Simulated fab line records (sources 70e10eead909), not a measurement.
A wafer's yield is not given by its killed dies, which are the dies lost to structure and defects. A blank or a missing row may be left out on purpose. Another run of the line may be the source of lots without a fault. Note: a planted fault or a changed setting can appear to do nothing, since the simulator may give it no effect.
fab line records -- flow nand_harc
[record] lots = 11, wafers = 33, last_day = 25
route steps=1159 shown A_STAIRCASE@741 A_SGD_CUT@763 END@1159
lots that met no fault: from a run of the same line without faults
start_h: the number of hours between the record's first day and the start of the first shown wafer of the lot -- wait_h: hours elapsed since this lot's preceding step -- " identical to the entry in the row above -- L1.1+2: a row that stands for several wafers -- - either no value or no given start -- * or withheld: withheld -- < > ~ a bound
route shown NAME@n: a module of which the file shows steps, and the number in the route of the first -- usual: mean/standard deviation taken from wafers without a fault -- same: alike in all rows -- chamber/n: place in a boat -- sites: readings site by site -- _std_site: the standard deviation of these -- _edge_site: mean of outer sites minus mean of inner sites -- radius_mm: for every site, how far away it sits from the centre of the wafer -- mask NAME#n: copy n -- behind: tool/chamber where the wafer was last shaped -- hold: reason for holding the lot/hours on hold/outcome of the hold -- device: the n, p or np transistor that did not switch -- end of line: the route-end tests of the same wafers -- a step given without rows: its recipe and nothing more -- killed: not the wafer's yield, but the dies lost to structure and defects at the first sort -- map: per-die view of a wafer (x killed, . not killed, _ where there is no die)
set.NAME: the setting that was run; set.NAME@STEP: the one run at that earlier step -- model.NAME: the simulator's own value behind a step, which no gauge read
a sample of lots followed through the steps of the route, with each step as a table and each wafer as a row
services: when a tool's chamber went out of use (start_h, in hours from the record's first day, below 0 if earlier), for how many hours, and the reason
[[steps]]
[step NHARC_A_STAIRCASE_STRIP_475]
[recipe] time_s = 20, o2_flow_sccm = 500, ar_flow_sccm = 0, bias_w = 0, chemistry = O2
[usual] drypump_motor_current_A = 5.8/0.51, oes_product_au = 0.997/0.01, rf_vpp_V = 57.7/0.86, showerhead_plenum_p_Torr = 3.46/0.11, throttle_valve_pct = 17.038/0.0093
[same] bias_w = 0
lot.wafer,tool,chamber,start_h,wait_h,drypump_motor_current_A,oes_product_au,rf_hours_counter_h,rf_vpp_V,showerhead_plenum_p_Torr,throttle_valve_pct
L938.2,rie_diel-05,0,-,-,5.9,0.978,60,57.3,3.44,17.027
L938.1,rie_diel-05,3,-,-,5.7,0.982,59,58.6,3.39,17.031
L938.5,rie_diel-05,0,-,-,5.9,0.991,-,58.1,3.44,17.054
L941.3,rie_diel-10,2,-,-,6.3,1.010,56,58.4,3.59,17.025
L941.1,rie_diel-10,3,-,-,5.2,0.999,60,57.0,3.38,17.036
L941.5,rie_diel-10,0,-,-,5.4,0.992,-,58.8,3.62,17.041
L942.4,rie_diel-10,0,-,-,5.5,0.999,58,58.3,3.62,17.043
L942.6,rie_diel-10,0,-,-,5.5,0.997,-,56.8,3.62,17.035
L942.5,rie_diel-10,1,-,-,6.7,0.999,-,58.9,3.41,17.033
L947.3,rie_diel-05,0,-,-,5.9,0.996,7,57.5,3.44,17.034
L947.2,rie_diel-05,3,-,-,5.7,0.990,7,58.1,3.39,17.028
L947.6,rie_diel-05,1,-,-,5.3,0.996,-,56.9,3.35,17.032
L945.1,rie_diel-05,0,361.33,0.2,5.9,0.999,7,57.8,3.44,17.056
L945.5,rie_diel-05,3,361.33,0.2,5.7,0.976,-,58.3,3.39,17.033
L945.4,rie_diel-05,1,361.33,0.2,5.3,0.992,-,57.2,3.35,17.026
L946.3,rie_diel-05,3,372.80,0.2,5.7,0.981,12,58.2,3.38,17.033
L946.1,rie_diel-05,0,372.80,0.2,5.9,0.990,12,58.8,3.43,17.056
L946.6,rie_diel-05,1,372.80,0.2,5.3,0.996,-,56.9,3.35,17.040
L952.3,rie_diel-05,2,-,-,6.7,1.001,13,57.2,3.65,17.054
L952.1,rie_diel-05,1,-,-,5.3,1.009,24,56.5,3.34,17.047
L952.6,rie_diel-05,3,-,-,5.7,0.989,-,56.1,3.38,17.054
L954.2,rie_diel-10,3,421.26,0.3,5.2,0.997,18,58.3,3.37,17.033
L954.6,rie_diel-10,1,421.26,0.3,6.7,0.989,-,57.3,3.40,17.044
L954.5,rie_diel-10,3,421.26,0.3,5.2,0.992,-,58.2,3.37,17.041
L953.4,rie_diel-05,2,-,-,6.7,1.006,19,58.0,3.65,17.053
L953.6,rie_diel-05,2,-,-,6.7,1.009,-,60.2,3.65,17.040
L953.5,rie_diel-05,3,-,-,5.7,0.985,-,55.9,3.37,17.038
L958.4,rie_diel-06,3,-,-,6.1,1.001,0,57.1,3.57,17.030
L958.6,rie_diel-06,2,-,-,5.4,0.997,-,56.3,3.41,17.033
L958.5,rie_diel-06,3,-,-,6.1,0.997,-,56.7,3.57,17.025
L959.2,rie_diel-06,3,-,-,6.2,1.005,11,58.0,3.57,17.055
L959.6,rie_diel-06,2,-,-,5.5,1.000,-,56.9,3.40,17.051
L959.5,rie_diel-06,3,-,-,6.1,0.996,-,58.8,3.57,17.013
[step NHARC_A_STAIRCASE_DEP_471]
[recipe] target_thk_a = 1000, temp_c = 400, pressure_torr = 6.5, rf_w = 900, teos_flow_sccm = 161.4, flow_sccm = 2650, target_thk_nm = 100, gas = O2, material = SiO2
[usual] heater_power_w = 588/84, throttle_valve_pct = 15.8/0.52
lot.wafer,tool,chamber,start_h,wait_h,heater_power_w,throttle_valve_pct
L938.2,pecvd-01,1,328.23,-,554,16.3
L938.1,pecvd-01,2,328.23,-,574,15.8
L938.5,pecvd-01,1,328.23,-,571,16.5
L941.1,pecvd-04,0,336.34,-,453,15.6
L941.3,pecvd-04,2,336.34,-,780,15.4
L941.5,pecvd-04,0,336.34,-,464,15.9
L942.4,pecvd-04,2,336.78,-,592,15.4
L942.6,pecvd-04,0,336.78,-,553,15.8
L942.5,pecvd-04,2,336.78,-,595,15.3
L947.3,pecvd-01,0,361.06,-,589,15.8
L947.2,pecvd-01,2,361.06,-,608,15.5
L947.6,pecvd-01,1,361.06,-,639,16.3
L945.1,pecvd-02,2,361.49,-,479,15.0
L945.5,pecvd-02,0,361.49,-,605,15.2
L945.4,pecvd-02,1,361.49,-,652,16.3
L946.3,pecvd-01,0,372.91,-,555,16.0
L946.1,pecvd-01,2,372.91,-,569,15.8
L946.6,pecvd-01,0,372.91,-,565,16.2
L952.1,pecvd-01,1,404.79,-,604,16.5
L952.3,pecvd-01,0,404.79,-,641,16.3
L952.6,pecvd-01,2,404.79,-,601,16.0
L954.2,pecvd-04,1,421.35,-,624,16.3
L954.6,pecvd-04,1,421.35,-,621,16.5
L954.5,pecvd-04,2,421.35,-,732,15.2
L953.5,pecvd-04,0,421.75,-,498,15.3
L953.6,pecvd-04,1,421.75,-,557,16.5
L953.4,pecvd-04,2,421.75,-,626,15.3
L958.4,pecvd-04,0,429.61,-,420,15.3
L958.6,pecvd-04,1,429.61,-,591,16.6
L958.5,pecvd-04,2,429.61,-,730,15.0
L959.2,pecvd-02,0,451.16,-,557,15.4
L959.6,pecvd-02,0,451.16,-,559,15.3
L959.5,pecvd-02,2,451.16,-,522,15.0
[step NHARC_A_SGD_CUT_ETCH_59]
[recipe] target_depth_a = 2600, over_etch_frac = 0.25, time_s = 406.25, ion_energy_ev = 200, n2_flow_sccm = 150, h2_flow_sccm = 150, ar_flow_sccm = 0, rf_w = 400, bias_w = 150, chemistry = N2/H2
[usual] bias_w = 150.0/0.43, drypump_motor_current_A = 5.8/0.54, oes_product_au = 1.003/0.0095, rf_vpp_V = 430.4/2.2, run_length_s = 427.7/0.41, showerhead_plenum_p_Torr = 2.03/0.073, throttle_valve_pct = 14.170/0.0099
lot.wafer,tool,chamber,start_h,wait_h,bias_w,drypump_motor_current_A,oes_product_au,rf_hours_counter_h,rf_vpp_V,run_length_s,showerhead_plenum_p_Torr,throttle_valve_pct
L938.2,rie_diel-13,1,330.14,-,149.5,5.4,0.993,4,433.1,427.6,2.11,14.155
L938.1,rie_diel-13,3,330.14,-,150.3,4.8,0.995,3,432.3,427.6,2.13,14.164
L938.5,rie_diel-13,2,330.14,-,149.0,6.5,1.008,-,428.3,428.2,1.96,14.166
L941.1,rie_diel-12,0,338.24,-,149.9,6.3,0.996,13,428.3,428.0,1.96,14.164
L941.3,rie_diel-12,1,338.24,-,150.4,5.1,1.006,15,429.3,427.2,2.00,14.181
L941.5,rie_diel-12,3,338.24,-,149.7,5.9,1.000,-,431.9,428.0,2.07,14.178
L942.4,rie_diel-13,0,338.51,-,149.4,5.3,1.009,4,431.9,427.5,2.08,14.169
L942.5,rie_diel-13,0,338.51,-,150.4,5.2,1.003,-,429.4,427.5,2.08,14.177
L942.6,rie_diel-13,1,338.51,-,149.9,5.4,0.993,-,433.7,428.1,2.11,14.172
L947.2,rie_diel-02,1,362.87,-,150.6,5.8,1.006,2,428.3,427.5,1.96,14.177
L947.3,rie_diel-02,2,362.87,-,150.3,5.6,1.010,3,432.3,428.0,2.12,14.172
L947.6,rie_diel-02,0,362.87,-,150.3,5.8,0.999,-,427.0,428.0,1.94,14.175
L945.1,rie_diel-12,0,363.22,-,149.8,6.3,0.998,15,426.4,428.1,1.96,14.159
L945.4,rie_diel-12,2,363.22,-,149.9,6.2,0.996,16,433.7,427.4,2.14,14.165
L945.5,rie_diel-12,0,363.22,-,149.4,6.3,1.005,-,428.7,428.6,1.96,14.155
L946.3,rie_diel-13,1,374.73,-,149.8,5.4,0.993,8,432.2,427.4,2.11,14.163
L946.1,rie_diel-13,2,374.73,-,150.0,6.5,1.004,7,428.3,427.5,1.96,14.181
L946.6,rie_diel-13,3,374.73,-,150.4,4.8,0.994,-,433.9,427.2,2.13,14.191
L952.1,rie_diel-13,1,406.59,-,149.8,5.4,0.996,10,432.8,427.5,2.10,14.185
L952.3,rie_diel-13,2,406.59,-,-,6.5,1.004,10,426.0,324.4,1.96,14.166
L952.6,rie_diel-13,1,406.59,-,-,5.4,0.996,-,431.0,324.5,2.10,14.179
L954.2,rie_diel-13,1,423.18,-,149.6,5.4,0.985,12,431.5,427.4,2.10,14.156
L954.6,rie_diel-13,1,423.18,-,-,5.4,0.983,-,433.8,324.5,2.10,14.179
L954.5,rie_diel-13,0,423.18,-,-,5.2,1.009,-,432.5,324.2,2.08,14.174
L953.4,rie_diel-12,3,423.56,-,151.4,5.9,1.014,4,429.8,427.9,2.06,14.154
L953.6,rie_diel-12,1,423.56,-,149.9,5.2,1.010,-,430.3,427.1,1.99,14.164
L953.5,rie_diel-12,2,423.56,-,150.0,6.2,1.009,-,432.0,426.8,2.14,14.164
L958.4,rie_diel-02,2,431.40,-,150.6,5.6,1.006,10,432.9,428.0,2.12,14.170
L958.5,rie_diel-02,3,431.40,-,150.4,6.6,0.993,-,429.9,427.4,1.96,14.163
L958.6,rie_diel-02,0,431.40,-,149.5,5.8,0.999,-,428.6,428.1,1.94,14.186
L959.2,rie_diel-02,2,452.97,-,149.8,5.6,1.024,13,432.5,427.9,2.11,14.169
L959.5,rie_diel-02,1,452.97,-,149.6,5.9,1.005,-,431.0,427.5,1.96,14.157
L959.6,rie_diel-02,2,452.97,-,149.8,5.6,1.011,-,432.6,427.7,2.11,14.169
[step NHARC_A_SGD_CUT_STRIP_17]
[recipe] o2_flow_sccm = 500, ar_flow_sccm = 0, bias_w = 0, chemistry = O2
[usual] drypump_motor_current_A = 5.8/0.55, oes_product_au = 1.002/0.0089, rf_vpp_V = 57.8/0.89, showerhead_plenum_p_Torr = 3.52/0.11, throttle_valve_pct = 17.037/0.0093
[same] bias_w = 0
lot.wafer,tool,chamber,start_h,wait_h,drypump_motor_current_A,oes_product_au,rf_hours_counter_h,rf_vpp_V,showerhead_plenum_p_Torr,throttle_valve_pct
L938.1,rie_diel-13,1,-,-,5.4,0.992,4,59.0,3.63,17.030
L938.2,rie_diel-13,2,-,-,6.5,1.014,4,57.7,3.41,17.035
L938.5,rie_diel-13,1,-,-,5.4,1.001,-,57.4,3.63,17.023
L941.3,rie_diel-12,2,-,-,6.2,0.999,14,58.7,3.69,17.044
L941.1,rie_diel-12,3,-,-,6.0,0.991,14,56.4,3.57,17.047
L941.5,rie_diel-12,2,-,-,6.2,0.992,-,58.0,3.69,17.054
L942.4,rie_diel-13,0,-,-,5.3,1.007,5,57.2,3.59,17.049
L942.6,rie_diel-13,3,-,-,4.8,0.998,-,58.8,3.67,17.039
L942.5,rie_diel-13,0,-,-,5.3,1.009,-,59.1,3.59,17.036
L947.3,rie_diel-02,0,-,-,5.8,1.000,3,55.9,3.37,17.027
L947.2,rie_diel-02,1,-,-,5.9,1.006,3,57.5,3.41,17.032
L947.6,rie_diel-02,2,-,-,5.6,1.016,-,57.0,3.65,17.046
L945.1,rie_diel-12,0,-,-,6.3,0.990,16,58.3,3.40,17.027
L945.4,rie_diel-12,2,-,-,6.2,1.000,17,59.1,3.69,17.024
L945.5,rie_diel-12,0,-,-,6.3,0.987,-,57.9,3.40,17.040
L946.1,rie_diel-13,3,-,-,4.8,0.997,8,58.4,3.67,17.055
L946.3,rie_diel-13,2,-,-,6.5,1.009,7,59.0,3.41,17.035
L946.6,rie_diel-13,0,-,-,5.3,1.009,-,57.6,3.59,17.020
L952.3,rie_diel-13,0,-,-,5.3,1.013,10,58.4,3.58,17.032
L952.1,rie_diel-13,1,-,-,5.4,0.987,11,58.5,3.63,17.039
L952.6,rie_diel-13,2,-,-,6.5,1.009,-,57.8,3.41,17.033
L954.2,rie_diel-13,1,-,-,5.4,0.987,12,57.5,3.63,17.033
L954.5,rie_diel-13,1,-,-,5.4,0.981,-,59.7,3.63,17.042
L954.6,rie_diel-13,0,-,-,5.3,1.003,-,57.7,3.58,17.051
L953.4,rie_diel-12,3,-,-,6.0,1.007,4,57.4,3.57,17.047
L953.6,rie_diel-12,3,-,-,6.0,1.011,-,57.2,3.57,17.037
L953.5,rie_diel-12,0,-,-,6.3,1.026,-,58.1,3.40,17.045
L958.4,rie_diel-02,0,-,-,5.9,0.998,10,58.8,3.37,17.049
L958.5,rie_diel-02,1,-,-,5.9,0.994,-,57.3,3.41,17.045
L958.6,rie_diel-02,2,-,-,5.6,1.017,-,58.6,3.65,17.056
L959.2,rie_diel-02,2,-,-,5.6,1.009,13,58.1,3.64,17.042
L959.6,rie_diel-02,3,-,-,6.6,1.010,-,56.7,3.41,17.030
L959.5,rie_diel-02,0,-,-,5.8,1.003,-,56.6,3.36,17.033
[step NHARC_END_SORT_01]
[recipe] temp_c = 25
[usual] killed_at_array = 29/11, killed_at_other = 0.5/0.8, killed_at_periphery = 3.5/2.8, killed_dies = 33/12, killed_open = 3.1/1.8, killed_short = 1.8/1.4
[same] gross_dies = 677
lot.wafer,tool,chamber,start_h,wait_h,killed_at_array,killed_at_other,killed_at_periphery,killed_dies,killed_open,killed_short
L952.1,prober-02,0,542.63,2.5,33,0,6,39,10,3
L952.3,prober-02,0,544.23,3.1,669,0,3,672,1,2
L952.6,prober-02,0,546.62,4.0,664,1,4,669,6,3
L954.2,prober-01,0,543.48,2.8,31,1,3,35,7,4
L954.5,prober-01,0,545.90,3.7,643,2,2,647,3,1
L954.6,prober-01,0,546.70,4.0,670,0,3,673,3,4
L958.4,prober-01,0,579.09,3.4,37,0,1,38,2,2
L958.5,prober-01,0,579.90,3.7,45,0,1,46,1,2
L958.6,prober-01,0,580.71,4.0,50,1,4,55,1,6
// killed by level:class
L952.1 A_CHANNEL_HOLE_D1:chamber_film_flake=16 A_STAIRCASE:chamber_film_flake=4 A_WL_FILL:geometric_particle:short=3 A_M0:geometric_particle:open=3 P_GATE:geometric_particle:open=1 P_CONTACT:geometric_particle:open=1 P_M0:geometric_particle:open=1 P_M1:geometric_particle:open=1
L954.2 A_CHANNEL_HOLE_D1:chamber_film_flake=11 A_STAIRCASE:chamber_film_flake=8 A_CONTACT:chamber_film_flake=3 A_CONTACT:geometric_particle:open=2 P_GATE:geometric_particle:open=1 P_M0:geometric_particle:open=1 A_SOURCE_PLATE:geometric_particle:open=1 A_ONON_D1:geometric_particle:open=1
L952.3 A_SGD_CUT:area_etch=636 A_CHANNEL_HOLE_D1:chamber_film_flake=23 A_CONTACT:chamber_film_flake=4 P_M0:chamber_film_flake=2 A_CHANNEL_FILL_D1:chamber_film_flake=2 A_STAIRCASE:chamber_film_flake=2 P_CONTACT:geometric_particle:open=1 A_SOURCE_PLATE:geometric_particle:short=1
L954.5 A_SGD_CUT:area_etch=627 A_CHANNEL_HOLE_D1:chamber_film_flake=5 A_CONTACT:chamber_film_flake=4 A_CONTACT:geometric_particle:open=2 A_ZERO_WELL:chamber_film_flake=2 A_STAIRCASE:chamber_film_flake=2 THIN_TSV:chamber_film_flake=2 P_CONTACT:geometric_particle:short=1
L952.6 A_SGD_CUT:area_etch=629 A_CHANNEL_HOLE_D1:chamber_film_flake=18 A_STAIRCASE:chamber_film_flake=5 A_CONTACT:chamber_film_flake=3 A_ONON_D1:geometric_particle:open=2 P_M0:chamber_film_flake=2 P_GATE:geometric_particle:open=1 A_CHANNEL_FILL_D1:geometric_particle:short=1
L954.6 A_SGD_CUT:area_etch=649 A_CHANNEL_HOLE_D1:chamber_film_flake=10 A_STAIRCASE:chamber_film_flake=6 P_CONTACT:geometric_particle:short=1 P_CONTACT:geometric_particle:open=1 P_M0:geometric_particle:open=1 A_ONON_D1:geometric_particle:short=1 A_CHANNEL_HOLE_D1:geometric_particle:short=1
L958.4 A_SLIT:chamber_film_flake=22 A_CHANNEL_HOLE_D1:chamber_film_flake=6 A_STAIRCASE:chamber_film_flake=5 A_CHANNEL_FILL_D1:geometric_particle:short=1 A_CONTACT:geometric_particle:open=1 A_M0:geometric_particle:open=1 A_M0:geometric_particle:short=1 P_STI:chamber_film_flake=1
L958.5 A_SLIT:chamber_film_flake=26 A_CHANNEL_HOLE_D1:chamber_film_flake=10 A_STAIRCASE:chamber_film_flake=4 A_WL_FILL:geometric_particle:short=1 A_CONTACT:geometric_particle:short=1 A_CONTACT:geometric_particle:open=1 P_STI:chamber_film_flake=1 A_ZERO_WELL:chamber_film_flake=1
L958.6 A_SLIT:chamber_film_flake=22 A_CHANNEL_HOLE_D1:chamber_film_flake=17 A_WL_FILL:geometric_particle:short=5 A_STAIRCASE:chamber_film_flake=4 P_ZERO_WELL:chamber_film_flake=2 P_STI:chamber_film_flake=2 A_WL_FILL:geometric_particle:open=1 STARTING-WAFER:geometric_particle:short=1
[[services]]
tool,chamber,start_h,hours,kind
rie_diel-13,0,323.08,1.8,repair
pecvd-02,-,323.35,0.2,repair
rie_diel-02,-,328.30,9.0,pm
pecvd-02,-,334.00,13.0,pm
rie_diel-05,-,341.57,9.0,pm
pecvd-02,-,348.18,0.7,repair
rie_diel-10,-,353.50,9.0,pm
rie_diel-05,2,356.08,19.8,repair
pecvd-04,-,376.36,13.0,pm
rie_diel-12,-,379.40,9.0,pm
pecvd-01,2,381.36,6.8,repair
rie_diel-13,3,386.13,44.7,repair
rie_diel-13,0,392.15,6.9,repair
rie_diel-02,1,397.78,13.9,repair
rie_diel-10,3,398.31,5.8,repair
rie_diel-12,3,398.60,5.4,repair
rie_diel-10,1,399.69,8.5,repair
rie_diel-02,0,413.59,10.8,repair
pecvd-01,-,418.33,13.0,pm
rie_diel-10,1,423.64,45.3,repair
rie_diel-13,2,430.34,10.0,repair
pecvd-04,1,432.72,5.4,repair
rie_diel-10,0,436.05,3.7,repair
rie_diel-13,-,453.00,9.0,pm
[[key]]
[first_sign] step = NHARC_A_SGD_CUT_ETCH_59, reading = run_length_s, direction = down, sigmas = 99+, usual = *, struck = *
[effect] step = NHARC_END_SORT_01, reading = killed_at_array, direction = up, sigmas = 56, usual = 29, struck = 662
[more_kills_born_at] NHARC_A_SGD_CUT_ETCH_59@rie_diel-13 = 2541
met_at NHARC_A_SGD_CUT_ETCH_59
struck_lots L952,L954
struck_wafers L952.3,L952.6,L954.5,L954.6
later_rows_left_out L952.3,L952.6,L954.5,L954.6
tester_left_out L952,L954
not_acting_at NHARC_A_STAIRCASE_STRIP_475,NHARC_A_STAIRCASE_DEP_471,NHARC_A_SGD_CUT_STRIP_17
onset_between 374.73 406.59
[fault] kind = process_parameter_drift, tool = rie_diel-13, chamber = -, onset_h = 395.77, steps = NHARC_A_SGD_CUT_ETCH_59, channel = time_s, offset = *, shape = step, end_h = 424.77, scope = struck_wafers_only, acts_in = *, stated = *
// tester_left_out: of these lots the tester's yield and bins aren't shown, on N5 and GAA mostly nor the transistor test; their killed dies are dies lost to structure and defects alone, not to doping, threshold or leakage, so they don't give the yield
// later_rows_left_out: the simulator's readings of these wafers behind a module that went badly wrong aren't trusted and aren't shown, but for the sort
